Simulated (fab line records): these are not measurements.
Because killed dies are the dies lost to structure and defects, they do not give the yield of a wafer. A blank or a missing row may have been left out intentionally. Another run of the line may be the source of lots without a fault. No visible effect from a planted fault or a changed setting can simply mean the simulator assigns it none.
Chamber matching	flow n5 finfet	4 sister chambers for N5_FIN_CUT_ETCH_20 on rie diel-01
The step etches SiARC in CF4, target depth 26 nm, time 43.3 s. 8 wafers are shown with their chamber, then 7 later ones without.

## EACH WAFER AND ITS CHAMBER
wafer	chamber	showerhead plenum p Torr (Torr)	throttle valve pct (%)
L075.6	2	2.03	15.82
L076.3	3	2.19	15.59
L083.1	2	2.02	15.84
L088.3	0	2.19	15.75
L088.5	1	2.21	16.03
L088.6	0	2.19	15.75
L091.1	3	2.18	15.63
L091.4	1	2.21	16.06

## WAFERS MISSING THEIR CHAMBER
wafer	showerhead plenum p Torr (Torr)	throttle valve pct (%)
L091.6	2.21	16.04
L094.3	2.02	15.88
L094.5	2.02	15.87
L094.6	2.21	16.04
L096.3	2.18	15.62
L096.4	2.18	15.78
L096.5	2.18	15.79

## CHAMBER TAKEN BY EACH
wafer	from the rows above	in truth
L091.6	1	1
L094.3	2	2
L094.5	2	2
L094.6	1	1
L096.3	3	3
L096.4	0	0
L096.5	0	0
Placed correctly: 7 of 7. Can't be placed from these rows: 0. Placed wrongly: 0.
How it was worked out, from the rows above alone: a wafer's distance from a chamber is the root of the sum, over the readings, of the square of ((its reading less the chamber's mean) divided by the reading's scatter). The wafer belongs to the nearest chamber; if the next one is less than 2 further off, it can't be placed. For every chamber, the mean is computed from those of its wafers that are shown. How the scatter is found: for the shown wafers, subtract from each reading the mean of its chamber, square and add these, divide the total by (wafers less chambers), then take the root.
